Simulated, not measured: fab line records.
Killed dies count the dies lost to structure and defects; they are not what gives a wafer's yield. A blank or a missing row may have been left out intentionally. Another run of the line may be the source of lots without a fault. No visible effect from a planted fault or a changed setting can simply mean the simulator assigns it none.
Chamber matching    flow n5Finfet    N5_BEOL_M10_CURE_71 on uvCure-01: 3 sister chambers
The step cures SiCOH lowk, time 240 s. 20 wafers are shown with their chamber, then 10 later ones without.

== WAFERS PAIRED WITH THEIR CHAMBERS ==
wafer   chamber  wafer_temp_C_max  lampPowerPct (%)
L076.3  1        386.0             52.32
L076.5  1        385.8             52.28
L076.6  1        385.6             52.28
L078.1  1        385.8             52.33
L078.4  1        386.5             52.40
L078.5  1        386.0             52.32
L083.1  0        386.0             52.32
L083.4  0        386.1             52.32
L083.5  0        386.6             52.23
L085.3  0        385.8             52.25
L085.5  0        386.5             52.23
L085.6  0        386.0             52.24
L086.1  1        386.0             52.34
L086.5  1        386.0             52.30
L086.6  1        385.5             52.34
L088.2  2        387.3             52.40
L088.5  2        387.3             52.26
L088.6  2        387.2             52.32
L090.2  2        386.6             52.30
L090.3  2        386.2             52.25

SIGNATURES (means of the wafers above)
reading           chamber 0  chamber 1  chamber 2  scatter within a chamber
wafer_temp_C_max  386.167    385.911    386.920    0.356
lampPowerPct      52.2650    52.3233    52.3060    0.045
Rule: a wafer's distance from a chamber is the root of the sum, over the readings, of the square of ((its reading less the chamber's mean) divided by the reading's scatter). The wafer belongs to the nearest chamber; if the next one is less than 2 further off, it can't be placed. How the scatter is found: for the shown wafers, subtract from each reading the mean of its chamber, square and add these, divide the total by (wafers less chambers), then take the root.

== WAFERS WITH NO CHAMBER GIVEN ==
wafer   wafer_temp_C_max  lampPowerPct (%)
L090.6  387.1             52.38
L092.2  386.4             52.36
L092.4  386.6             52.25
L092.5  386.2             52.43
L094.1  387.4             52.18
L094.3  387.2             52.36
L094.4  387.0             52.31
L096.1  386.7             52.30
L096.3  386.1             52.30
L096.6  386.0             52.24

== WHICH CHAMBER EACH ONE RAN IN ==
wafer   from the rows above           in truth
L090.6  can't be placed: 2 or 1 or 0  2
L092.2  can't be placed: 1 or 2 or 0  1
L092.4  can't be placed: 0 or 2 or 1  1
L092.5  can't be placed: 1 or 2 or 0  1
L094.1  can't be placed: 2 or 0       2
L094.3  2                             2
L094.4  2                             2
L096.1  can't be placed: 2 or 0 or 1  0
L096.3  can't be placed: 1 or 0 or 2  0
L096.6  can't be placed: 0 or 1       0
Correctly placed: 2 of 10. Cannot be placed on the basis of these rows: 8; the candidates contain the true chamber in 8. Number placed wrongly: 0.
